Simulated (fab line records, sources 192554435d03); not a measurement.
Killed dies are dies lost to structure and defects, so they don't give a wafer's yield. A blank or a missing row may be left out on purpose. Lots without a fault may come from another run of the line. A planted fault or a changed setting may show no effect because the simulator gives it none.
Split-lot experiment | flow n5_finfet | 7 lots, 21 wafers read, on a route of 1938 steps

THE SPLIT
At N5_PASSIVATION_PASS_ETCH_47 (etches SiNx in CF4/O2, target depth 770 nm, time 385 s), the setting time_s was moved away from the recipe's 385 s on 8 of the 21 wafers read, by -19.5% to +6.2%. The other wafers ran this setting at the recipe's value.

The reading is taken at the split's own step.

THE READING
etch.depth_nm (the simulator's own value, which no gauge read), in nm, at N5_PASSIVATION_PASS_ETCH_47 (etches SiNx in CF4/O2, target depth 770 nm, time 385 s). The file gives no usual value for it. The 13 wafers here that ran the recipe average 765.5 nm, standard deviation 9.5 nm.

wafer  | tool, chamber at the split | time_s as run, s | against the recipe | etch.depth_nm, nm | against lot-mates on the recipe
L081.1 | rie_diel-01, 3             | 385              | recipe             | 772.9             | -
L081.3 | rie_diel-01, 2             | 385              | recipe             | 766.7             | -
L081.6 | rie_diel-01, 0             | 385              | recipe             | 761.4             | -
L084.3 | rie_diel-03, 2             | 385              | recipe             | 757.8             | -
L084.4 | rie_diel-03, 0             | 385              | recipe             | 776.8             | -
L084.6 | rie_diel-03, 1             | 385              | recipe             | 747.8             | -
L082.1 | rie_diel-01, 2             | 385              | recipe             | 766               | -
L082.4 | rie_diel-01, 3             | 385              | recipe             | 777               | -
L082.5 | rie_diel-01, 3             | 385              | recipe             | 778.3             | -
L085.1 | rie_diel-01, 1             | 310.1            | -19.5%             | 625.3             | no lot-mate on the recipe
L085.3 | rie_diel-01, 3             | 310.1            | -19.5%             | 611.9             | no lot-mate on the recipe
L085.5 | rie_diel-01, 3             | 310.1            | -19.5%             | 617               | no lot-mate on the recipe
L088.4 | rie_diel-03, 1             | 360.4            | -6.4%              | 708.1             | -45.9
L088.5 | rie_diel-03, 1             | 385              | recipe             | 754               | -
L088.6 | rie_diel-03, 2             | 360.4            | -6.4%              | 718.4             | -35.6
L096.1 | rie_diel-01, 0             | 385              | recipe             | 758.1             | -
L096.2 | rie_diel-01, 1             | 408.8            | +6.2%              | 824.2             | +66.1
L096.4 | rie_diel-01, 2             | 408.8            | +6.2%              | 814.2             | +56.1
L097.1 | rie_diel-06, 2             | 407              | +5.7%              | 818.8             | +51.5
L097.4 | rie_diel-06, 0             | 385              | recipe             | 759.8             | -
L097.5 | rie_diel-06, 2             | 385              | recipe             | 774.7             | -

THE FIT
A straight line over all 21 wafers: etch.depth_nm changes by +7.77 nm for each +1% of time_s; r = +0.99; the points scatter about the line by 9 nm.
The same after taking each lot's own level away (the mean of its wafers on the recipe; 18 wafers): +8.16 nm for each +1%; r = +0.96; scatter 8.6 nm.
On that fit, the largest move of time_s shifts the reading by 1.6e+02 nm.
The lots' own levels span 754.00 to 773.77 nm, that is 2.1 times the standard deviation above.
So the lot-to-lot level changes the slope little: the two slopes agree.
Check: with one of the wafers moved furthest among these (-6.4%) left out of the fit, the line predicts -50.9 nm for it against its lot-mates. It came out at -45.9 nm against them.

OTHER SPLITS ON THESE WAFERS
These wafers also went through other splits before the reading. Each is held against what the fit with the lots' levels taken away leaves over:
other split on the same wafers     | wafers away from the commonest value | r with etch.depth_nm (lot level and that fit taken away)
N5_BEOL_M12_CMP_49 down_force_psi  | 6                                    | +0.00
N5_BEOL_M12_DEP_53 time_s          | 3                                    | +0.12
N5_BEOL_M14_EXPOSE_25 dose_mj      | 6                                    | -0.44
N5_MIM_BOT_LITHO_EXPOSE_05 dose_mj | 7                                    | -0.30
N5_MIM_BOT_ETCH_ETCH_04 time_s     | 7                                    | +0.00
N5_PASSIVATION_ETCH_15 bias_w      | 8                                    | +0.35

THE FILE'S OWN FIT
etch.depth_nm changes by +8.35 nm for each +1% of time_s, r = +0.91.
